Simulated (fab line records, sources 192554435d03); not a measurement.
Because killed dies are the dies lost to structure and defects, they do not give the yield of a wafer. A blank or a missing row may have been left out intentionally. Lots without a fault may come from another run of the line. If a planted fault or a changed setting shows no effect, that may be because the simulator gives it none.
fab line records	flow n5Finfet
record lots=5	wafers=15	lastDay=17
route steps=1938 shown BEOL_M10@1521 BEOL_M11@1536
lots that met no fault: from a run of the same line without faults
startH: hours from the record's opening day to when the first of the lot's shown wafers began	waitH: hours from the lot's prior step to this one	" the same as in the row above	L1.1+2: a row that stands for several wafers	- value missing, or start not given	* or withheld: withheld	< > ~ a bound
route shown NAME@n: NAME is a module with steps in the file, n the number in the route of the first one	usual: mean and standard deviation over wafers with no fault	same: alike in all rows	chamber/n: place in a boat	sites: the reading at each site	_std_site: standard deviation of those values	_edge_site: outer sites' mean less inner sites'	radiusMm: for every site, how far away it sits from the centre of the wafer	mask NAME#n: copy n	behind: the most recent tool/chamber to have shaped the wafer	hold: the reason the lot was held/the length of the hold in hours/how it ended	device: the n, p or np transistor that did not switch	end of line: the route-end tests of the same wafers	a step with no rows: only its recipe	killed: at the first sort, the dies lost to defects and structure; wafer yield is something else	map: per-die view of a wafer (x killed, . not killed, _ where there is no die)
set.NAME: the setting the step ran with; set.NAME@STEP: the setting that earlier step ran with	model.NAME: the simulator's own value behind a step, which no gauge read
lots seen at some steps along the route; tables by step, rows by wafer
services: from which hour (startH, from the record's first day; less than 0 if before it) a tool's chamber was out of use, for how many hours, and why
## steps
# step N5_BEOL_M10_CURE_72
# recipe tempC=370	timeS=120	ambient=DMADMS/He	material=SiCOH_lowk
# usual lampPowerPct=52.31/0.055	wafer_temp_C_max=372.0/0.57
# same timeS=120
lot.wafer	tool	chamber	startH	waitH	lampPowerPct	wafer_temp_C_max
L074.1	uvCure-01	2	258.94	0.3	52.37	371.5
L074.2	"	2	"	"	52.36	371.2
L074.6	"	2	"	"	52.33	371.0
L076.3	uvCure-01	1	261.23	0.2	52.31	370.9
L076.4	"	1	"	"	52.42	371.3
L076.6	"	1	"	"	52.34	370.7
L082.2	uvCure-02	0	270.93	0.1	52.30	372.7
L082.3	"	0	"	"	52.27	372.5
L082.6	"	0	"	"	52.30	372.5
L083.1	uvCure-03	0	310.21	0.0	52.46	371.5
L083.2	"	0	"	"	52.24	371.5
L083.4	"	0	"	"	52.32	371.6
L094.3	uvCure-01	2	359.52	0.1	52.21	371.8
L094.5	"	2	"	"	52.36	372.3
L094.6	"	2	"	"	52.36	372.2
# step N5_BEOL_M10_DEGAS_44
# recipe ambient=vacuum	tempC=250	timeS=60
# usual heaterPowerW=334/36
# same timeS=60
lot.wafer	tool	chamber	startH	waitH	heaterPowerW
L074.1	pvdSputter-03	-	259.47	0.5	371
L074.2	"	-	"	"	391
L074.6	"	-	"	"	380
L076.3	pvdSputter-02	-	261.45	0.2	337
L076.4	"	-	"	"	321
L076.6	"	-	"	"	326
L082.2	pvdSputter-01	-	271.35	0.4	310
L082.3	"	-	"	"	308
L082.6	"	-	"	"	395
L083.1	pvdSputter-03	-	310.59	0.3	350
L083.2	"	-	"	"	387
L083.4	"	-	"	"	320
L094.3	pvdSputter-02	-	359.84	0.3	331
L094.5	"	-	"	"	339
L094.6	"	-	"	"	324
# step N5_BEOL_M10_PRE_CLEAN_45
# recipe gas=H2/He	timeS=30	tempC=250
# usual heaterPowerW=333/35
# same timeS=30
lot.wafer	tool	chamber	startH	waitH	heaterPowerW
L074.1	pvdSputter-03	-	259.51	0.0	367
L074.2	"	-	"	"	391
L074.6	"	-	"	"	390
L076.3	pvdSputter-02	-	261.49	0.0	341
L076.4	"	-	"	"	328
L076.6	"	-	"	"	331
L082.2	pvdSputter-01	-	271.39	0.0	317
L082.3	"	-	"	"	318
L082.6	"	-	"	"	394
L083.1	pvdSputter-03	-	310.63	0.0	336
L083.2	"	-	"	"	380
L083.4	"	-	"	"	321
L094.3	pvdSputter-02	-	359.88	0.0	333
L094.5	"	-	"	"	323
L094.6	"	-	"	"	338
# step N5_BEOL_M10_ALD_74
# recipe material=TaN	targetThkA=20	tempC=275	aldPrecursorFamily=PDMAT	aldCoReactant=NH3	pressureTorr=3	carrierFlowSccm=1500	pulseTimeS=2	purgeTimeS=3	coReactantPurgeTimeS=2	coReactantPulseTimeS=3	aldCycles=40	precursorVesselTempC=75	precursorVesselPressureTorr=26.25	precursorVesselCarrierSccm=1000
# usual heaterPowerW=425/47
# same coReactantPulseTimeS=3	coReactantPurgeTimeS=2
lot.wafer	tool	chamber	startH	waitH	heaterPowerW
L074.1	aldMetal-04	0	259.57	0.0	390
L074.2	"	3	"	"	432
L074.6	"	0	"	"	403
L076.3	aldMetal-03	2	261.55	0.0	475
L076.4	"	0	"	"	414
L076.6	"	3	"	"	336
L082.2	aldMetal-01	2	271.45	0.0	357
L082.3	"	1	"	"	434
L082.6	"	2	"	"	362
L083.1	aldMetal-01	1	310.83	0.2	432
L083.2	"	3	"	"	425
L083.4	"	2	"	"	353
L094.3	aldMetal-01	1	359.94	0.0	446
L094.5	"	1	"	"	434
L094.6	"	0	"	"	397
# step N5_BEOL_M10_SURFACE_TREAT_76
# recipe gas=Ar	timeS=*	ionEnergyEv=*	ionCurrentMaCm2=0.5	pressureMtorr=*	arFlowSccm=30
# usual throttleValvePct=*
# same timeS=*
lot.wafer	tool	chamber	startH	waitH	throttleValvePct
L074.1	pvdSputter-02	-	260.75	1.0	*
L074.2	"	-	"	"	*
L074.6	"	-	"	"	*
L076.3	pvdSputter-02	-	261.84	0.2	*
L076.4	"	-	"	"	*
L076.6	"	-	"	"	*
L082.2	pvdSputter-02	-	271.74	0.2	*
L082.3	"	-	"	"	*
L082.6	"	-	"	"	*
L083.1	pvdSputter-02	-	311.28	0.3	*
L083.2	"	-	"	"	*
L083.4	"	-	"	"	*
L094.3	pvdSputter-02	-	360.24	0.2	*
L094.5	"	-	"	"	*
L094.6	"	-	"	"	*
# step N5_BEOL_M10_CVD_75
# recipe material=Co	targetThkA=20	tempC=withheld	precursor=CCTBA/H2	pressureTorr=30	timeS=138.9
# same timeS=138.9
lot.wafer	tool	chamber	startH	waitH
L074.1+2+6	cvdCo-02	1,0,0	260.81	0.0
L076.3+4+6	cvdCo-02	0,1,0	261.94	0.1
L082.2+3+6	cvdCo-02	0,1,0	271.80	0.0
L083.1+2+4	cvdCo-01	1,0,0	311.57	0.3
L094.3+5+6	cvdCo-01	0,2,0	360.39	0.1
# step N5_BEOL_M10_SPUTTER_48
# recipe material=Cu	targetThkA=120	tempC=-20	biasV=60	powerW=26000	chamberPressurePa=0.13	timeS=2
# usual chamberPressurePa=0.13004/0.00028	substrateTempC=-19.99/0.092	throttleValvePct=30.2/1.6
# same timeS=2
lot.wafer	tool	chamber	startH	waitH	chamberPressurePa	substrateTempC	throttleValvePct
L074.1	pvdSputter-02	-	260.97	0.1	0.13034	-20.07	31.2
L074.2	"	-	"	"	0.1302	-20.00	29.9
L074.6	"	-	"	"	0.13026	-20.06	31.0
L076.3	pvdSputter-01	-	263.89	1.9	0.12963	-20.04	29.5
L076.4	"	-	"	"	0.13013	-19.98	31.0
L076.6	"	-	"	"	0.13014	-20.00	29.0
L082.2	pvdSputter-01	-	271.91	0.1	0.13006	-19.85	29.0
L082.3	"	-	"	"	0.12999	-19.95	30.8
L082.6	"	-	"	"	0.12996	-19.89	30.5
L083.1	pvdSputter-03	-	311.99	0.4	0.13013	-20.18	30.2
L083.2	"	-	"	"	0.12991	-20.11	33.6
L083.4	"	-	"	"	0.13025	-20.01	27.4
L094.3	pvdSputter-03	-	360.53	0.1	0.12971	-20.04	33.7
L094.5	"	-	"	"	0.13002	-19.92	29.3
L094.6	"	-	"	"	0.12988	-20.11	29.9
# step N5_BEOL_M10_ECD_50
# recipe material=Cu	targetThkA=3180
lot.wafer	tool	chamber	startH	waitH
L074.1+2+6	ecdCu-01	0,1,1	261.08	0.1
L076.3+4+6	ecdCu-01	1,0,0	264.03	0.1
L082.2+3+6	ecdCu-01	0,1,1	272.03	0.1
L083.1+2+4	ecdCu-02	0,1,0	312.11	0.1
L094.3+5+6	ecdCu-02	1,1,0	360.68	0.1
# step N5_BEOL_M10_ANNEAL_51
# recipe tempC=225	timeS=90	ambient=N2
# usual wafer_temp_C_max=226.4/0.44
# same timeS=90
lot.wafer	tool	chamber	startH	waitH	wafer_temp_C_max
L074.1	rtpAnneal-02	0	261.54	0.4	225.7
L074.2	"	0	"	"	225.7
L074.6	"	0	"	"	226.0
L076.3	rtpAnneal-02	0	264.36	0.3	226.4
L076.4	"	0	"	"	226.4
L076.6	"	0	"	"	226.0
L082.2	rtpAnneal-02	0	272.18	0.1	226.3
L082.3	"	0	"	"	226.3
L082.6	"	0	"	"	226.3
L083.1	rtpAnneal-01	0	312.22	0.1	226.3
L083.2	"	0	"	"	226.2
L083.4	"	0	"	"	226.7
L094.3	rtpAnneal-02	0	361.03	0.3	226.4
L094.5	"	0	"	"	225.9
L094.6	"	0	"	"	226.2
# step N5_BEOL_M10_CMP_52
# recipe stopOn=SiCOH_lowk	tOverpolishS=7	downForcePsi=1	platenRpm=50	clearingPlatenDownForcePsi=1.5	clearingPlatenRpm=50	postCmpClean=cuAlkaline	targetThkNm=140	clearingPlatenPadVelocityMS=0.99484	padVelocityMS=0.99484
# usual barrierFieldEndpointS=28.9/0.78	clearingPlatenDownForcePsi=1.4996/0.0029	motorCurrentA=6.0/0.63	overpolishRunS=7.000/0.0092	retainingRingPressureFrac=1.000/0.0049	timeToEndpointS=65/3.1
lot.wafer	tool	chamber	startH	waitH	barrierFieldEndpointS	clearingPlatenDownForcePsi	motorCurrentA	overpolishRunS	retainingRingPressureFrac	timeToEndpointS
L074.1	cmp-02	0	261.84	0.3	28.9	1.5000	6.2	6.999	1.001	65
L074.2	"	1	"	"	27.6	1.5010	5.8	6.999	0.995	62
L074.6	"	0	"	"	28.9	1.4979	6.1	6.999	0.996	64
L076.4	cmp-02	3	264.61	0.2	28.6	1.4979	6.2	6.992	1.000	62
L076.3	"	1	"	"	28.3	1.4985	5.6	7.016	0.996	60
L076.6	"	3	"	"	28.1	1.4988	6.1	6.997	1.004	59
L082.3	cmp-04	3	272.43	0.2	29.4	1.5019	6.8	6.999	1.000	69
L082.2	"	2	"	"	29.0	1.4986	5.2	7.006	0.990	69
L082.6	"	0	"	"	28.0	1.5007	5.0	6.994	1.000	63
L083.4	cmp-02	0	312.55	0.2	28.1	1.5009	5.9	6.996	1.001	65
L083.2	"	1	"	"	27.4	1.5012	6.0	7.001	1.005	60
L083.1	"	2	"	"	27.8	1.5018	6.3	6.990	1.003	64
L094.3	cmp-02	3	361.54	0.5	29.4	1.4976	6.1	7.017	1.000	68
L094.6	"	0	"	"	29.5	1.5027	5.7	7.003	0.997	68
L094.5	"	1	"	"	28.8	1.4981	5.4	7.012	1.000	65
# step N5_BEOL_M10_THK_MEAS_53
# recipe thkMeasGauge=xrf	reads=Cu_of_BEOL_M10_ECD_50
# usual M10_THK=138.8/2.6
lot.wafer	tool	chamber	startH	waitH	M10_THK[nm]
L074.1	filmMetro-01	-	262.13	-	137.5
L074.2	"	-	"	"	138.2
L074.6	"	-	"	"	137.1
L076.3	filmMetro-02	-	264.87	-	137.6
L076.4	"	-	"	"	136.8
L076.6	"	-	"	"	136.1
L082.2	filmMetro-02	-	272.73	-	143.0
L082.3	"	-	"	"	138.5
L082.6	"	-	"	"	140.1
L083.1	filmMetro-01	-	312.81	-	142.2
L083.2	"	-	"	"	139.9
L083.4	"	-	"	"	140.7
L094.3	filmMetro-02	-	361.72	-	141.4
L094.5	"	-	"	"	138.1
L094.6	"	-	"	"	142.5
# step N5_BEOL_M10_PRE_CLEAN_55
# recipe gas=NH3	timeS=15	tempC=withheld	rfPowerW=300
# same timeS=15
lot.wafer	tool	chamber	startH	waitH
L074.1+2+6	pecvd-03	2,1,1	262.17	0.0
L076.3+4+6	pecvd-03	1,0,1	264.90	0.0
L082.2+3+6	pecvd-02	0,2,0	272.77	0.0
L083.1+2+4	pecvd-02	1,0,1	312.84	0.0
L094.3+5+6	pecvd-02	1,1,2	361.76	0.0
# step N5_BEOL_M10_DEP_56
# recipe material=SiCN	targetThkA=150	tempC=withheld	precursor=3MS/NH3	pressureTorr=3	rfW=202	timeS=26.5
# usual showerheadPlenumPTorr=3.667/0.014	throttleValvePct=9.0/0.3
# same timeS=26.5
lot.wafer	tool	chamber	startH	waitH	showerheadPlenumPTorr	throttleValvePct
L074.1	pecvd-03	2	262.20	0.0	3.680	8.5
L074.2	"	1	"	"	3.675	9.5
L074.6	"	1	"	"	3.668	9.7
L076.3	pecvd-03	1	264.93	0.0	3.659	9.3
L076.4	"	0	"	"	3.645	8.7
L076.6	"	1	"	"	3.683	9.4
L082.2	pecvd-02	0	272.79	0.0	3.675	9.3
L082.3	"	2	"	"	3.666	8.6
L082.6	"	0	"	"	3.671	9.0
L083.1	pecvd-02	1	312.87	0.0	3.661	9.3
L083.2	"	0	"	"	3.667	9.4
L083.4	"	1	"	"	3.662	9.2
L094.3	pecvd-02	1	361.78	0.0	3.653	9.1
L094.5	"	1	"	"	3.651	9.3
L094.6	"	2	"	"	3.670	8.9
# step N5_BEOL_M10_RS_MEAS_57
# recipe thkMeasGauge=four-point-probe	reads=Cu_of_BEOL_M10_ECD_50+Co_of_BEOL_M10_CVD_75+TaN_of_BEOL_M10_ALD_74
# usual M10_RS=0.150/0.0031
lot.wafer	tool	chamber	startH	waitH	M10_RS[ohm/sq]
L074.1	filmMetro-02	-	262.27	0.1	0.151
L074.2	"	-	"	"	0.151
L074.6	"	-	"	"	0.151
L076.3	filmMetro-02	-	265.00	0.1	0.153
L076.4	"	-	"	"	0.155
L076.6	"	-	"	"	0.155
L082.2	filmMetro-02	-	272.87	0.1	0.147
L082.3	"	-	"	"	0.152
L082.6	"	-	"	"	0.150
L083.1	filmMetro-02	-	312.94	0.1	0.147
L083.2	"	-	"	"	0.149
L083.4	"	-	"	"	0.149
L094.3	filmMetro-02	-	361.86	0.1	0.149
L094.5	"	-	"	"	0.153
L094.6	"	-	"	"	0.148
# step N5_BEOL_M10_INSPECT_58
# recipe inspectInstrument=darkfield	mode=postDep
# usual rawDefectCount=72/23
lot.wafer	tool	chamber	startH	waitH	rawDefectCount
L074.1	defectInspect-02	-	262.30	0.0	45
L074.2	"	-	"	"	71
L074.6	"	-	"	"	40
L076.3	defectInspect-02	-	265.03	0.0	33
L076.4	"	-	"	"	62
L076.6	"	-	"	"	66
L082.2	defectInspect-02	-	272.89	0.0	68
L082.3	"	-	"	"	70
L082.6	"	-	"	"	98
L083.1	defectInspect-01	-	312.97	0.0	71
L083.2	"	-	"	"	92
L083.4	"	-	"	"	114
L094.3	defectInspect-02	-	361.88	0.0	75
L094.5	"	-	"	"	90
L094.6	"	-	"	"	56
# step N5_BEOL_M11_ILD_DEP_00
# recipe material=SiCOH_lowk	targetThkA=3085.1	tempC=300	precursor=DEMS/porogen	pressureTorr=5	rfW=500	timeS=58
# usual heaterPowerW=306/59	showerheadPlenumPTorr=5.736/0.018	throttleValvePct=13.8/0.42
# same timeS=58
lot.wafer	tool	chamber	startH	waitH	heaterPowerW	showerheadPlenumPTorr	throttleValvePct
L074.1	pecvd-02	1	262.33	0.0	295	5.728	14.2
L074.2	"	0	"	"	229	5.747	13.7
L074.6	"	1	"	"	307	5.726	14.4
L076.3	pecvd-01	0	265.06	0.0	255	5.710	13.9
L076.4	"	0	"	"	271	5.713	13.8
L076.6	"	1	"	"	268	5.733	14.2
L082.2	pecvd-01	2	272.93	0.0	265	5.734	13.0
L082.3	"	0	"	"	249	5.729	14.0
L082.6	"	0	"	"	261	5.701	13.8
L083.1	pecvd-02	0	313.01	0.0	280	5.751	13.9
L083.2	"	2	"	"	235	5.750	13.6
L083.4	"	0	"	"	282	5.752	13.7
L094.3	pecvd-04	0	361.92	0.0	430	5.774	14.2
L094.5	"	0	"	"	446	5.773	14.1
L094.6	"	1	"	"	367	5.702	13.3
# step N5_BEOL_M11_CURE_71
# recipe tempC=385	timeS=240	ambient=He/Ar	material=SiCOH_lowk
# usual lampPowerPct=52.31/0.061	wafer_temp_C_max=387.1/0.65
# same timeS=240
lot.wafer	tool	chamber	startH	waitH	lampPowerPct	wafer_temp_C_max
L074.1	uvCure-01	0	262.46	0.1	52.32	386.8
L074.2	"	0	"	"	52.25	386.5
L074.6	"	0	"	"	52.29	386.4
L076.3	uvCure-01	2	265.78	0.7	52.22	386.3
L076.4	"	2	"	"	52.38	386.5
L076.6	"	2	"	"	52.43	386.6
L082.2	uvCure-02	2	273.09	0.1	52.41	387.6
L082.3	"	2	"	"	52.13	386.9
L082.6	"	2	"	"	52.30	387.1
L083.1	uvCure-01	2	313.08	0.0	52.26	387.1
L083.2	"	2	"	"	52.30	387.0
L083.4	"	2	"	"	52.30	386.6
L094.3	uvCure-01	1	362.15	0.2	52.30	385.8
L094.5	"	1	"	"	52.35	385.9
L094.6	"	1	"	"	52.38	385.8
# step N5_BEOL_M11_THK_MEAS_01
# recipe reads=SiCOH_lowk_of_BEOL_M11_ILD_DEP_00
# usual M11_ILD_THK=268/4.2
lot.wafer	tool	chamber	startH	waitH	M11_ILD_THK[nm]
L074.1	filmMetro-01	-	262.97	0.4	269
L074.2	"	-	"	"	268
L074.6	"	-	"	"	274
L076.3	filmMetro-02	-	266.46	0.5	266
L076.4	"	-	"	"	267
L076.6	"	-	"	"	270
L082.2	filmMetro-02	-	273.52	0.4	266
L082.3	"	-	"	"	266
L082.6	"	-	"	"	270
L083.1	filmMetro-01	-	313.60	0.4	261
L083.2	"	-	"	"	258
L083.4	"	-	"	"	266
L094.3	filmMetro-02	-	362.72	0.5	268
L094.5	"	-	"	"	271
L094.6	"	-	"	"	273
# step N5_BEOL_M11_PECVD_70
# recipe material=SiO2	targetThkA=200	tempC=400	precursor=TEOS/O2	pressureTorr=5.5	rfW=450	teosFlowSccm=53.8	gas=O2	flowSccm=3000	timeS=22.7
# usual heaterPowerW=711/100	showerheadPlenumPTorr=8.76/0.074	throttleValvePct=22.3/0.66
# same timeS=22.7
lot.wafer	tool	chamber	startH	waitH	heaterPowerW	showerheadPlenumPTorr	throttleValvePct
L074.1	pecvd-02	1	263.01	0.0	694	8.75	23.0
L074.2	"	0	"	"	685	8.81	22.1
L074.6	"	1	"	"	710	8.76	22.7
L076.3	pecvd-01	1	266.49	0.0	600	8.75	23.6
L076.4	"	0	"	"	593	8.64	22.3
L076.6	"	1	"	"	612	8.75	23.4
L082.2	pecvd-01	1	273.56	0.0	623	8.72	23.4
L082.3	"	0	"	"	663	8.65	22.2
L082.6	"	0	"	"	680	8.66	22.1
L083.1	pecvd-04	1	313.63	0.0	834	8.68	21.5
L083.2	"	0	"	"	875	8.86	22.5
L083.4	"	0	"	"	849	8.87	22.7
L094.3	pecvd-01	1	362.75	0.0	604	8.74	23.3
L094.5	"	1	"	"	614	8.77	23.6
L094.6	"	0	"	"	584	8.64	22.4
# step N5_BEOL_M11_HM_DEP_02
# recipe material=TiN	targetThkA=200	tempC=25	chamberPressurePa=0.49996
# usual chamberPressurePa=0.4999/0.00099	substrateTempC=25.01/0.11	throttleValvePct=30.1/1.5
lot.wafer	tool	chamber	startH	waitH	chamberPressurePa	substrateTempC	throttleValvePct
L074.1	pvdSputter-01	-	264.59	1.6	0.4985	24.95	29.1
L074.2	"	-	"	"	0.5015	25.00	30.7
L074.6	"	-	"	"	0.4997	24.98	30.4
L076.3	pvdSputter-03	-	267.68	1.2	0.5004	24.98	30.3
L076.4	"	-	"	"	0.5007	24.96	29.5
L076.6	"	-	"	"	0.5015	24.92	30.3
L082.2	pvdSputter-03	-	274.96	1.4	0.5002	25.05	27.7
L082.3	"	-	"	"	0.5003	24.86	29.3
L082.6	"	-	"	"	0.5005	25.07	27.4
L083.1	pvdSputter-03	-	314.75	1.1	0.4993	25.19	33.5
L083.2	"	-	"	"	0.4994	24.92	30.2
L083.4	"	-	"	"	0.5009	25.05	27.3
L094.3	pvdSputter-03	-	363.07	0.3	0.4997	24.76	27.2
L094.5	"	-	"	"	0.4992	24.98	33.5
L094.6	"	-	"	"	0.4993	24.85	29.8
# step N5_BEOL_M11_COAT_59
# recipe resist=SOC	tempC=250	timeS=60	spinRpm=1500	resistThkNm=100
# usual chillPlateTempC=22.99/0.09
# same timeS=60
lot.wafer	tool	chamber	startH	waitH	chillPlateTempC
L074.1	lithoTrack-02	0	264.71	0.1	22.84
L074.2	"	0	"	"	22.92
L074.6	"	0	"	"	22.94
L076.3	lithoTrack-03	0	267.81	0.1	22.95
L076.4	"	0	"	"	23.05
L076.6	"	0	"	"	23.06
L082.2	lithoTrack-04	0	275.08	0.1	22.91
L082.3	"	0	"	"	22.87
L082.6	"	0	"	"	22.82
L083.1	lithoTrack-03	0	314.88	0.1	22.97
L083.2	"	0	"	"	23.09
L083.4	"	0	"	"	22.86
L094.3	lithoTrack-04	0	363.20	0.1	23.07
L094.5	"	0	"	"	22.92
L094.6	"	0	"	"	22.78
# step N5_BEOL_M11_COAT_60
# recipe resist=SiARC	tempC=220	timeS=60	spinRpm=1500	resistThkNm=30
# usual chillPlateTempC=22.98/0.093
# same timeS=60
lot.wafer	tool	chamber	startH	waitH	chillPlateTempC
L074.1	lithoTrack-02	0	-	-	22.94
L074.2	"	0	"	"	23.01
L074.6	"	0	"	"	22.98
L076.3	lithoTrack-03	0	-	-	23.03
L076.4	"	0	"	"	23.05
L076.6	"	0	"	"	22.99
L082.2	lithoTrack-04	0	-	-	23.01
L082.3	"	0	"	"	22.89
L082.6	"	0	"	"	22.99
L083.1	lithoTrack-03	0	-	-	23.06
L083.2	"	0	"	"	22.96
L083.4	"	0	"	"	23.02
L094.3	lithoTrack-04	0	-	-	22.96
L094.5	"	0	"	"	23.02
L094.6	"	0	"	"	22.92
# step N5_BEOL_M11_COAT_05
# recipe resist=CAR-ArF	spinRpm=1500	resistThkNm=90
# usual chillPlateTempC=23.03/0.094
lot.wafer	tool	chamber	startH	waitH	chillPlateTempC
L074.1	lithoTrack-02	0	-	-	23.20
L074.2	"	0	"	"	23.24
L074.6	"	0	"	"	23.08
L076.3	lithoTrack-03	0	-	-	22.86
L076.4	"	0	"	"	23.02
L076.6	"	0	"	"	23.02
L082.2	lithoTrack-04	0	-	-	23.02
L082.3	"	0	"	"	23.07
L082.6	"	0	"	"	23.03
L083.1	lithoTrack-03	0	-	-	22.91
L083.2	"	0	"	"	22.93
L083.4	"	0	"	"	23.05
L094.3	lithoTrack-04	0	-	-	23.07
L094.5	"	0	"	"	22.90
L094.6	"	0	"	"	22.90
# step N5_BEOL_M11_EBR_07
# recipe solvent=PGMEA	ebrWidthMm=1.5
# usual chillPlateTempC=23.00/0.11
# same ebrWidthMm=1.5
lot.wafer	tool	chamber	startH	waitH	chillPlateTempC
L074.1	lithoTrack-02	0	-	-	23.13
L074.2	"	0	"	"	23.22
L074.6	"	0	"	"	23.01
L076.3	lithoTrack-03	0	-	-	22.97
L076.4	"	0	"	"	22.95
L076.6	"	0	"	"	22.92
L082.2	lithoTrack-04	0	-	-	22.96
L082.3	"	0	"	"	22.95
L082.6	"	0	"	"	22.83
L083.1	lithoTrack-03	0	-	-	22.87
L083.2	"	0	"	"	22.99
L083.4	"	0	"	"	23.00
L094.3	lithoTrack-04	0	-	-	23.11
L094.5	"	0	"	"	23.16
L094.6	"	0	"	"	22.98
# step N5_BEOL_M11_SOFTBAKE_06
# recipe tempC=110	timeS=60	resist=CAR-ArF
# usual chillPlateTempC=22.99/0.098
# same timeS=60
lot.wafer	tool	chamber	startH	waitH	chillPlateTempC
L074.1	lithoTrack-02	0	-	-	23.00
L074.2	"	0	"	"	22.97
L074.6	"	0	"	"	23.04
L076.3	lithoTrack-03	0	-	-	23.06
L076.4	"	0	"	"	23.18
L076.6	"	0	"	"	23.12
L082.2	lithoTrack-04	0	-	-	22.96
L082.3	"	0	"	"	22.92
L082.6	"	0	"	"	23.04
L083.1	lithoTrack-03	0	-	-	23.03
L083.2	"	0	"	"	22.87
L083.4	"	0	"	"	22.98
L094.3	lithoTrack-04	0	-	-	23.17
L094.5	"	0	"	"	23.03
L094.6	"	0	"	"	23.02
# step N5_BEOL_M11_EXPOSE_08
# recipe maskId=M11	na=1.35	sourceShape=dipole	sigmaInner=0.411	sigmaOuter=0.611	polarization=te	doseMj=53.75
# usual reticleTempC=23.02/0.12
# same sigmaOuter=0.611
lot.wafer	tool	chamber	startH	waitH	mask	reticleTempC
L074.1	arfiScanner-03	0	264.83	-	M11#0	23.13
L074.2	"	0	"	"	M11#0	23.15
L074.6	"	0	"	"	M11#0	23.22
L076.3	arfiScanner-02	0	268.13	-	M11#0	23.03
L076.4	"	0	"	"	M11#0	23.28
L076.6	"	0	"	"	M11#0	23.05
L082.2	arfiScanner-01	0	275.33	-	M11#0	23.16
L082.3	"	0	"	"	M11#0	23.03
L082.6	"	0	"	"	M11#0	23.23
L083.1	arfiScanner-03	0	315.12	-	M11#0	22.99
L083.2	"	0	"	"	M11#0	23.12
L083.4	"	0	"	"	M11#0	23.14
L094.3	arfiScanner-02	0	363.46	-	M11#0	22.94
L094.5	"	0	"	"	M11#0	23.07
L094.6	"	0	"	"	M11#0	23.14
# step N5_BEOL_M11_PEB_09
# recipe pebTempC=withheld	pebTimeS=60	resist=CAR-ArF
# usual chillPlateTempC=22.99/0.11
lot.wafer	tool	chamber	startH	waitH	chillPlateTempC
L074.1	lithoTrack-04	0	264.89	0.1	22.91
L074.2	"	0	"	"	22.89
L074.6	"	0	"	"	22.90
L076.3	lithoTrack-03	0	268.18	0.0	22.92
L076.4	"	0	"	"	22.89
L076.6	"	0	"	"	22.79
L082.2	lithoTrack-03	0	275.39	0.0	22.96
L082.3	"	0	"	"	23.11
L082.6	"	0	"	"	22.98
L083.1	lithoTrack-03	0	315.18	0.1	23.18
L083.2	"	0	"	"	22.99
L083.4	"	0	"	"	23.01
L094.3	lithoTrack-03	0	363.50	0.0	22.86
L094.5	"	0	"	"	22.98
L094.6	"	0	"	"	22.95
# step N5_BEOL_M11_DEVELOP_10
# recipe developTimeS=30	developer=TMAH	resist=CAR-ArF	rinseLiquid=diw	dry=airSpin	devTempC=23
# usual chillPlateTempC=22.99/0.11
lot.wafer	tool	chamber	startH	waitH	chillPlateTempC
L074.1	lithoTrack-04	0	-	-	23.09
L074.2	"	0	"	"	22.92
L074.6	"	0	"	"	22.97
L076.3	lithoTrack-03	0	-	-	23.01
L076.4	"	0	"	"	23.04
L076.6	"	0	"	"	22.83
L082.2	lithoTrack-03	0	-	-	22.88
L082.3	"	0	"	"	22.94
L082.6	"	0	"	"	22.90
L083.1	lithoTrack-03	0	-	-	23.06
L083.2	"	0	"	"	23.03
L083.4	"	0	"	"	22.90
L094.3	lithoTrack-03	0	-	-	22.97
L094.5	"	0	"	"	23.05
L094.6	"	0	"	"	23.08
# step N5_BEOL_M11_CD_MEAS_11
# recipe targetCdNm=64.1	landingEnergyEv=500	detector=seInlens	polarity=opening
# usual cdNm=64.1/0.6
lot.wafer	tool	chamber	startH	waitH	cdNm
L074.1	cdSem-03	0	264.96	-	64.8
L074.2	"	0	"	"	64.1
L074.6	"	0	"	"	64.8
L076.3	cdSem-02	0	268.25	-	63.5
L076.4	"	0	"	"	63.4
L076.6	"	0	"	"	63.6
L082.2	cdSem-03	0	275.45	-	62.9
L082.3	"	0	"	"	63.2
L082.6	"	0	"	"	63.5
L083.1	cdSem-01	0	315.24	-	65.0
L083.2	"	0	"	"	63.6
L083.4	"	0	"	"	64.0
L094.3	cdSem-01	0	363.57	-	63.1
L094.5	"	0	"	"	64.9
L094.6	"	0	"	"	65.1
# step N5_BEOL_M11_OVL_MEAS_12
# recipe pointsPerWafer=44
# usual M11_OVL=0.0/0.76
lot.wafer	tool	chamber	startH	waitH	M11_OVL[nm]
L074.1	overlay-01	0	264.99	0.0	1.2
L074.2	"	0	"	"	0.9
L074.6	"	0	"	"	0.8
L076.3	overlay-02	0	268.29	0.0	0.5
L076.4	"	0	"	"	-0.4
L076.6	"	0	"	"	-0.6
L082.2	overlay-01	0	275.48	0.0	0.2
L082.3	"	0	"	"	0.5
L082.6	"	0	"	"	-0.1
L083.1	overlay-01	0	315.27	0.0	-0.1
L083.2	"	0	"	"	-0.2
L083.4	"	0	"	"	0.3
L094.3	overlay-02	0	363.60	0.0	-0.8
L094.5	"	0	"	"	0.2
L094.6	"	0	"	"	-0.4
# step N5_BEOL_M11_INSPECT_13
# recipe mode=adi	inspectInstrument=brightfield
# usual rawDefectCount=422/100
lot.wafer	tool	chamber	startH	waitH	rawDefectCount
L074.1	defectInspect-01	-	265.01	0.0	329
L074.2	"	-	"	"	319
L074.6	"	-	"	"	412
L076.3	defectInspect-02	-	268.31	0.0	343
L076.4	"	-	"	"	381
L076.6	"	-	"	"	292
L082.2	defectInspect-01	-	275.51	0.0	297
L082.3	"	-	"	"	432
L082.6	"	-	"	"	422
L083.1	defectInspect-01	-	315.30	0.0	370
L083.2	"	-	"	"	372
L083.4	"	-	"	"	498
L094.3	defectInspect-02	-	363.62	0.0	505
L094.5	"	-	"	"	620
L094.6	"	-	"	"	513
## services
tool	chamber	startH	hours	kind
uvCure-02	-	237.16	28.1	pm
pvdSputter-03	-	239.40	1.2	repair
pecvd-03	2	241.42	8.2	repair
cmp-02	-	246.69	7.8	pm
arfiScanner-03	-	248.90	1.3	pm
arfiScanner-03	-	250.32	1.7	repair
arfiScanner-02	-	252.64	1.3	pm
cvdCo-01	-	254.93	1.0	repair
cvdCo-01	1	293.30	15.5	repair
pecvd-02	1	295.80	5.9	repair
uvCure-02	-	316.90	6.8	repair
arfiScanner-02	-	320.23	4.9	pm
arfiScanner-03	-	321.22	1.0	pm
uvCure-01	-	324.70	12.8	repair
uvCure-02	-	332.43	1.0	pm
arfiScanner-03	-	332.93	0.8	pm
cmp-02	-	338.94	2.4	repair
cmp-02	-	346.39	0.6	repair
ecdCu-01	-	349.57	0.6	repair
arfiScanner-03	-	349.99	0.4	repair
pecvd-03	-	352.80	0.8	pm
pvdSputter-01	-	352.83	2.6	repair
cmp-02	-	355.98	1.0	repair
pecvd-04	-	357.00	0.6	repair
## key
fault none
